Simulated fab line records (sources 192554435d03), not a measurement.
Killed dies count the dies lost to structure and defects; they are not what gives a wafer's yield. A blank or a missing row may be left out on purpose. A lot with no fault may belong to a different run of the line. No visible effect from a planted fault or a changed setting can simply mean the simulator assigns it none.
Split-lot study + flow n5_finfet + 39 wafers read across 7 lots, on a route 1938 steps long

## THE SPLIT ITSELF
At N5_BEOL_M11_ETCH_66 (etches SOC in N2/H2, target depth 120 nm, overetch 24 nm, time 180 s), the setting time_s was moved away from the recipe's 180 s on 18 of the 39 wafers read, by -49.4% to +40.4%. The other wafers ran this setting at the recipe's value.

The reading comes from the split's own step.

## THE READING
SiARC_of_BEOL_M11_COAT_64.thk_nm (the simulator's own value, which no gauge read), in nm, at N5_BEOL_M11_ETCH_66 (etches SOC in N2/H2, target depth 120 nm, overetch 24 nm, time 180 s). The file gives no usual value for it. Here, 21 wafers ran the recipe; their average is 22.7 nm with a standard deviation of 0.31 nm.

| wafer  | tool, chamber at the split | time_s as run, s | against the recipe | SiARC_of_BEOL_M11_COAT_64.thk_nm, nm | against lot-mates on the recipe |
|--------|----------------------------|------------------|--------------------|--------------------------------------|---------------------------------|
| L079.1 | rie_diel-05, 1             | 180              | recipe             | 22.8                                 | -                               |
| L079.2 | rie_diel-05, 2             | 103.1            | -42.7%             | 26                                   | +3.1                            |
| L079.3 | rie_diel-05, 0             | 103.1            | -42.7%             | 25.8                                 | +2.9                            |
| L079.4 | rie_diel-05, 3             | 180              | recipe             | 23.2                                 | -                               |
| L079.5 | rie_diel-05, 0             | 103.1            | -42.7%             | 26                                   | +3.1                            |
| L079.6 | rie_diel-05, 1             | 180              | recipe             | 22.8                                 | -                               |
| L082.1 | rie_diel-01, 3             | 91.12            | -49.4%             | 26.4                                 | +3.7                            |
| L082.2 | rie_diel-01, 0             | 180              | recipe             | 22.6                                 | -                               |
| L082.3 | rie_diel-01, 0             | 180              | recipe             | 22.8                                 | -                               |
| L082.4 | rie_diel-01, 3             | 91.12            | -49.4%             | 26.4                                 | +3.7                            |
| L082.5 | rie_diel-01, 0             | 91.12            | -49.4%             | 26.4                                 | +3.7                            |
| L082.6 | rie_diel-01, 3             | 180              | recipe             | 22.6                                 | -                               |
| L089.1 | rie_diel-05, 1             | 252.8            | +40.4%             | 19.8                                 | -3.0                            |
| L089.2 | rie_diel-05, 3             | 252.8            | +40.4%             | 20.6                                 | -2.2                            |
| L089.3 | rie_diel-05, 0             | 180              | recipe             | 22.8                                 | -                               |
| L089.4 | rie_diel-05, 1,0           | 180              | recipe             | 22.8                                 | -                               |
| L089.5 | rie_diel-05, 1,0           | 180              | recipe             | 22.8                                 | -                               |
| L089.6 | rie_diel-05, 3             | 252.8            | +40.4%             | 20.6                                 | -2.2                            |
| L090.1 | rie_diel-04, 0             | 219.5            | +21.9%             | 21.4                                 | -0.9                            |
| L090.2 | rie_diel-04, 3             | 219.5            | +21.9%             | 21                                   | -1.3                            |
| L090.3 | rie_diel-04, 1             | 180              | recipe             | 22                                   | -                               |
| L090.4 | rie_diel-04, 2             | 180              | recipe             | 22.4                                 | -                               |
| L090.5 | rie_diel-04, 1             | 219.5            | +21.9%             | 20.2                                 | -2.1                            |
| L090.6 | rie_diel-04, 2             | 180              | recipe             | 22.4                                 | -                               |
| L094.1 | rie_diel-04, 0             | 238.7            | +32.6%             | 20.6                                 | -2.1                            |
| L094.2 | rie_diel-04, 1             | 180              | recipe             | 22.4                                 | -                               |
| L094.3 | rie_diel-04, 3             | 238.7            | +32.6%             | 20.6                                 | -2.1                            |
| L094.4 | rie_diel-04, 2             | 238.7            | +32.6%             | 20                                   | -2.7                            |
| L094.5 | rie_diel-04, 3             | 180              | recipe             | 23                                   | -                               |
| L094.6 | rie_diel-04, 2             | 180              | recipe             | 22.6                                 | -                               |
| L097.1 | rie_diel-05, 1             | 152.6            | -15.2%             | 23.8                                 | +0.9                            |
| L097.2 | rie_diel-05, 0             | 180              | recipe             | 22.8                                 | -                               |
| L097.3 | rie_diel-05, 3             | 180              | recipe             | 23                                   | -                               |
| L097.4 | rie_diel-05, 2             | 180              | recipe             | 23                                   | -                               |
| L097.5 | rie_diel-05, 1             | 152.6            | -15.2%             | 23.8                                 | +0.9                            |
| L097.6 | rie_diel-05, 2             | 152.6            | -15.2%             | 24                                   | +1.1                            |
| L095.1 | rie_diel-04, 0             | 180              | recipe             | 23                                   | -                               |
| L095.2 | rie_diel-04, 1             | 180              | recipe             | 22.2                                 | -                               |
| L095.6 | rie_diel-04, 0             | 180              | recipe             | 23.2                                 | -                               |
The file does not say which wafer passed through which chamber wherever a row lists several chambers: such a row stands for several wafers.

FIT RESULTS
A straight line over all 39 wafers: SiARC_of_BEOL_M11_COAT_64.thk_nm changes by -0.0715 nm for each +1% of time_s; r = -0.98; the points scatter about the line by 0.35 nm.
The same after taking each lot's own level away (the mean of its wafers on the recipe; 39 wafers): -0.0691 nm for each +1%; r = -0.99; scatter 0.29 nm.
On that fit, the largest move of time_s shifts the reading by 3.4 nm.
Measured against the standard deviation above, the lots' own levels, which go from 22.27 to 22.93 nm, span 2.2 times it.
The two slopes are in agreement: the lot-to-lot level therefore moves the slope only a little.
Check: with one of the wafers moved furthest among these (-49.4%) left out of the fit, the line predicts +3.43 nm for it against its lot-mates. It came out at +3.73 nm against them.

## OTHER SPLITS APPLIED TO THESE WAFERS
Other splits were also applied to these wafers ahead of the reading. Each is held against what the fit with the lots' levels taken away leaves over:
| other split on the same wafers          | wafers away from the commonest value | r with SiARC_of_BEOL_M11_COAT_64.thk_nm (lot level and that fit taken away) |
|-----------------------------------------|--------------------------------------|-----------------------------------------------------------------------------|
| N5_BEOL_M0_SAQP_ETCH_106 target_depth_a | 9                                    | +0.22                                                                       |
| N5_BEOL_M1_HM_DEP_02 target_thk_a       | 6                                    | +0.04                                                                       |
| N5_BEOL_M7_ILD_DEP_00 time_s            | 18                                   | +0.00                                                                       |
| N5_BEOL_M9_ETCH_66 target_depth_a       | 15                                   | +0.07                                                                       |

## THE WHOLE CHAIN: every reading that the file lists as answering this split, in the file's order
| step                | what it does                                                         | reading                                                                           | change (the file's fit)                                                            | r (the file's) |
|---------------------|----------------------------------------------------------------------|-----------------------------------------------------------------------------------|------------------------------------------------------------------------------------|----------------|
| N5_BEOL_M11_ETCH_66 | etches SOC in N2/H2, target depth 120 nm, overetch 24 nm, time 180 s | etch.depth_nm (the simulator's own value, which no gauge read)                    | not straight: 72.4 at the lowest setting, 99.9 at the recipe, 100.2 at the highest | not given      |
| N5_BEOL_M11_ETCH_66 | etches SOC in N2/H2, target depth 120 nm, overetch 24 nm, time 180 s | SiARC_of_BEOL_M11_COAT_64.thk_nm (the simulator's own value, which no gauge read) | -0.0692 nm for each +1% of the setting                                             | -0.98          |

## FILE'S OWN FIT
SiARC_of_BEOL_M11_COAT_64.thk_nm changes by -0.0692 nm for each +1% of time_s, r = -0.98.
